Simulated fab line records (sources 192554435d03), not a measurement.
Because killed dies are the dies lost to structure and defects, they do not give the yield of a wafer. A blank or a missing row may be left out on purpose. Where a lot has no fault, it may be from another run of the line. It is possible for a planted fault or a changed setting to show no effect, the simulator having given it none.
Code-filled problem report in 8D (eight disciplines) form    flow n5 finfet    the parts of the form that need people (team, actions taken, sign-off) are left out

== 1. WHAT IS WRONG ==
Mean of rf fwd power W at N5_GATE_CUT_CUT_ETCH_54: 1214 W across 9 wafers in 3 lots; on wafers with no fault it is 977 W (standard deviation 3.9). Measured from the usual mean, that is +61 standard deviations.
The step: etches TiN in Cl2/BCl3, target depth 96.7 nm.
Seen first at day 7 08:44 on rie metal-03, wafer L378.1. The record holds 30 wafers of 10 lots with a number at this step. The rule behind "out" and "out of limits": a value lying over 4 standard deviations away from the usual mean. Any other wafer with a number is counted as sound.

== 2. WHAT IT IS, AND WHAT IT ISN'T ==
question                     is                                 is not
which readings at this step  rf fwd power W, etch rf on time s  drypump motor current A, oes product au, throttle valve pct
which lots                   L378, L379, L381                   L367, L369, L375, L385, L386, L389, L390
which wafers of those lots   all that have a number             -
read on which tools          rie metal-03                       rie metal-01, rie metal-02
when                         from day 7 08:44                   up to then (9 sound wafers); but 12 sound wafers of L385, L386, L389, L390 came after

== 3. WHAT RULES OUT EACH SUSPECT ==
Counting: any tool at a process step up to the reading is kept as a suspect provided that every lot that is out went through it and no sound lot did after the first of them.
- rie metal-03 at N5_GATE_CUT_CUT_ETCH_54 (etches TiN in Cl2/BCl3, target depth 96.7 nm): kept. Every lot that is out went through it, starting with L378 (day 7 08:44), and after that it ran no sound lot; the last sound lot it ran before then is L375 (day 6 12:29). On those wafers its own readings are out: etch rf on time s, rf fwd power W.
Left after counting: rie metal-03 at N5_GATE_CUT_CUT_ETCH_54.

== 4. THE CAUSE (what the simulator had put in) ==
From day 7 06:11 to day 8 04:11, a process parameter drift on rie metal-03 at N5_GATE_CUT_CUT_ETCH_54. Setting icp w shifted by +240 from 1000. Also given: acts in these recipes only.
The count eliminated every tool but this one.

== 5. THE EFFECT CHAIN, in route order ==
One row per reading whose mean, taken over the struck wafers that have a number, lies over 3 standard deviations from the usual. Only readings whose record carries a usual standard deviation are examined. hours: median over the lots of the time between each lot's start at the first step of this table that gives one and its start at this step. sigmas: the change, counted in usual standard deviations.
hours  step                     reading            usual   on struck wafers  change  sigmas
0      N5_GATE_CUT_CUT_ETCH_54  etch rf on time s  36.9 s  30.3              -6.6    -11
0      N5_GATE_CUT_CUT_ETCH_54  rf fwd power W     977 W   1214              +237    +61
The process steps in it:
- N5_GATE_CUT_CUT_ETCH_54: etches TiN in Cl2/BCl3, target depth 96.7 nm.
Later measuring or inspecting steps at which every struck wafer that the step has a row for has a number for every such reading, and none has moved that far: N5_BEOL_M4_RC_MEAS_101.

== 6. WHAT WOULD HAVE CAUGHT IT SOONER ==
First out-of-limits reading in this record: day 7 08:44, which is 3 hours after fault onset at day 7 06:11.
